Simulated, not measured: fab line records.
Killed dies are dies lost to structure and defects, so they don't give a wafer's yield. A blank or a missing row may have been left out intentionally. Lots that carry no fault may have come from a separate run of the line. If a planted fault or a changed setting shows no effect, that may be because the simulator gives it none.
Comparing a struck lot with a sound one    flow n5 finfet    36 out of 1938 route steps
Sound: these wafers, L605.3, L605.4, L605.6. The struck wafers were L617.2, L617.3, L617.6. The cause is given at the end.
Per side, at each step with rows, come the tool, then ch with its chambers, and then its first start. Under that, the readings that differ: sound wafers    struck wafers    difference of the means    sigmas: that difference in standard deviations of wafers without a fault.
alike: readings whose means differ by less than 2 such deviations, and words and numbers that are the same on both sides. not compared: withheld readings, readings that some wafer has no value for, bounds like >300 that may hide the same value, and numbers for which the record gives no deviation and whose values overlap.
Wherever a step has rows on one side only, a row that says differs or no value, or a row with sigmas, the two part there. When numbers do not overlap yet have no deviation, they are printed without sigmas and do not part them. A reading that every wafer of one side lacks parts them only if that side has two wafers or more.

first, 10 steps without rows for these wafers: N5_MOL_CONTACT_COAG_ETCH_48 (etches SiOC in C4F6/O2, target depth 15 nm, overetch 4.5 nm, time 17 s); N5_MOL_CONTACT_COAG_STRIP_72 (strips in N2/H2); N5_MOL_CONTACT_COAG_STRIP_49 (strips in N2/H2, time 30 s); N5_MOL_CONTACT_COAG_PRECLEAN_138 (cleans in alkaline clean, time 60 s); N5_MOL_CONTACT_COAG_SRD_139 (time 30 s); N5_MOL_CONTACT_COAG_PRE_CLEAN_121; N5_MOL_CONTACT_COAG_CVD_140 (deposits W, target thk 66.5 nm, time 215 s); N5_MOL_CONTACT_COAG_PRECLEAN_127 (cleans in DIW, time 57.5 s); N5_MOL_CONTACT_COAG_SRD_128 (dry time 32 s); N5_MOL_CONTACT_COAG_CMP_52 (polishes, stops on SiO2, t overpolish 1.5 s, target thk 66.5 nm).
N5_MOL_CONTACT_COAG_ANNEAL_112: time 1800 s.
  sound on hp anneal-01 ch 0, day 5 18:07; struck on hp anneal-01 ch 0, day 8 09:50
reading                    sound              struck             difference  sigmas
spike tc bottom C (C)      426.2 426.5 427.3  388.7 389.8 389.6  -37.3       -41
spike tc centre C (C)      398.5 399.7 399.4  363.0 363.4 362.1  -36.4       -39
spike tc lower C (C)       399.7 401.0 400.3  363.4 363.1 361.5  -37.7       -34
spike tc top C (C)         432.9 432.2 432.3  396.6 396.9 396.5  -35.8       -38
spike tc upper C (C)       398.2 399.2 400.1  360.5 361.8 360.9  -38.1       -39
wafer_temp_C_max           402.5 401.9 402.1  365.0 364.8 364.9  -37.3       -93
zone power bottom pct (%)  12.62 12.67 12.81  11.16 11.09 11.18  -1.56       -13
zone power centre pct (%)  9.42 9.33 9.28     8.31 8.34 8.35     -1.01       -10
zone power lower pct (%)   9.30 9.17 9.29     8.22 8.11 8.17     -1.09       -12
zone power top pct (%)     22.32 22.33 22.48  19.64 19.76 19.79  -2.65       -13
zone power upper pct (%)   6.77 6.88 6.71     5.90 6.02 6.06     -0.79       -11
then, 23 steps without rows for these wafers: N5_BEOL_M0_SAQP_PECVD_00 (deposits SiCN from 3MS/NH3, target thk 8 nm, time 14 s); N5_BEOL_M0_SAQP_ILD_DEP_01 (deposits SiOC from DEMS/O2, target thk 45.419 nm, time 8.7 s); N5_BEOL_M0_SAQP_HM_DEP_02 (deposits TiN, target thk 12 nm); N5_BEOL_M0_SAQP_PECVD_03 (deposits SiCN from 3MS/NH3, target thk 12 nm, time 21.1 s); N5_BEOL_M0_SAQP_PECVD_96 (deposits a-Si from SiH4/He, target thk 45 nm, time 45.2 s); N5_BEOL_M0_SAQP_PECVD_97 (deposits SiNx from SiH4/NH3/N2, target thk 23 nm, time 19.9 s); N5_BEOL_M0_SAQP_PECVD_04 (deposits a-Si from SiH4/He, target thk 60 nm, time 60.2 s); N5_BEOL_M0_SAQP_HM_DEP_111 (deposits SiO2 from SiH4/N2O, target thk 12 nm, time 7.2 s); N5_BEOL_M0_SAQP_COAT_81 (time 60 s, resist thk 100 nm); N5_BEOL_M0_SAQP_COAT_82 (time 60 s, resist thk 30 nm); N5_BEOL_M0_SAQP_COAT_08 (resist thk 90 nm); N5_BEOL_M0_SAQP_EBR_10; N5_BEOL_M0_SAQP_SOFTBAKE_09 (time 60 s); N5_BEOL_M0_SAQP_EXPOSE_11 (exposes mask M0 CORE, target cd 42 nm); N5_BEOL_M0_SAQP_PEB_12 (peb time 60 s); N5_BEOL_M0_SAQP_DEVELOP_13 (develop time 30 s); N5_BEOL_M0_SAQP_DESCUM_19 (chemistry O2, time 7.9 s); N5_BEOL_M0_SAQP_ETCH_83 (etches SiARC in CF4, target depth 39 nm, time 65 s); N5_BEOL_M0_SAQP_ETCH_84 (etches SOC in N2/H2, target depth 100 nm, overetch 20 nm, time 150 s); N5_BEOL_M0_SAQP_STRIP_80 (strips in N2/H2); N5_BEOL_M0_SAQP_HM_OPEN_112 (chemistry CHF3/O2, target SiO2, stops on a-Si, target depth 12 nm, time 13.5 s); N5_BEOL_M0_SAQP_STRIP_113 (strips in CHF3/O2); N5_BEOL_M0_SAQP_MANDREL_ETCH_20 (etches a-Si in HBr/Cl2, stops on SiNx, target depth 60 nm, bt time 10 s, time 30 s).
-- the record jumps here: 3 days lie between the struck wafers' starts before and after (it left off in module BEOL_M0_SAQP and takes up again in module BEOL_M4, whose first step shown is number 1111 of the route) --
N5_BEOL_M4_RC_MEAS_101:
  sound on prober-02 ch 0, day 8 06:23; struck on prober-01 ch 0, day 11 17:37
reading              sound                       struck                     difference  sigmas
IOFF_N_LONG (nA/um)  5.43e-05 5.47e-05 5.45e-05  6.23e-05 6.27e-05 6.3e-05  +8.17e-06   +4
ION_N (uA/um)        658 681 668                 644 632 643                -29         -3
ION_P (uA/um)        461 473 465                 426 415 418                -47         -7
SS_N (mV/dec)        71.6 72.4 71.3              73.9 72.8 73.2             +1.5        +3
SS_P (mV/dec)        73.3 73.4 72.4              77.0 76.5 77.1             +3.8        +7
VT_N (mV)            250.9 251.0 256.0           260.9 263.2 262.3          +9.5        +4
VT_N_LONG (mV)       277.1 275.3 274.8           284.8 285.5 283.8          +9.0        +5
VT_N_LVT (mV)        102.9 100.2 104.4           109.8 113.3 111.2          +8.9        +3
VT_P (mV)            -249 -249 -254              -271 -272 -271             -21         -7
VT_P_LONG (mV)       -274.7 -273.0 -274.4        -293.4 -296.2 -294.8       -20.8       -7
VT_P_LVT (mV)        -100.9 -100.5 -102.0        -119.5 -121.4 -120.9       -19.5       -7
  alike: DIBL_N, DIBL_P, IOFF_N, IOFF_P
-- the record jumps here: 4 days lie between the struck wafers' starts before and after (it left off in module BEOL_M4 and takes up again in module PASSIVATION, whose first step shown is number 1936 of the route) --
N5_PASSIVATION_PROBE_49:
  sound on prober-01 at day 12 19:32; struck on prober-02 at day 16 05:03
reading               sound           struck             difference  sigmas
killed_at_M0_to_M3    38 48 59        17 29 27           -24         -3
sort_bin_8_speed (%)  0 0 0           46.44 85.42 73.22  +68.36      
sort n pass           1094 1063 1061  539 59 231         -796        -50
sort yield pct (%)    92.7 90.1 89.9  45.7 5.0 19.6      -67.5       -48
  alike: defect limited yield, killed_at_M4_up, killed at contacts, killed at front end, killed at other, killed dies, killed open, killed short, sort_bin_5_function, sort_bin_6_memory

WHERE THEY PART
First at N5_MOL_CONTACT_COAG_ANNEAL_112; last, within this record, at N5_PASSIVATION_PROBE_49.

WHY: the cause the simulator had injected
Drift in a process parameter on hp anneal-01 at N5_MOL_CONTACT_COAG_ANNEAL_112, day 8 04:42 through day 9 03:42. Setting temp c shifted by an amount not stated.
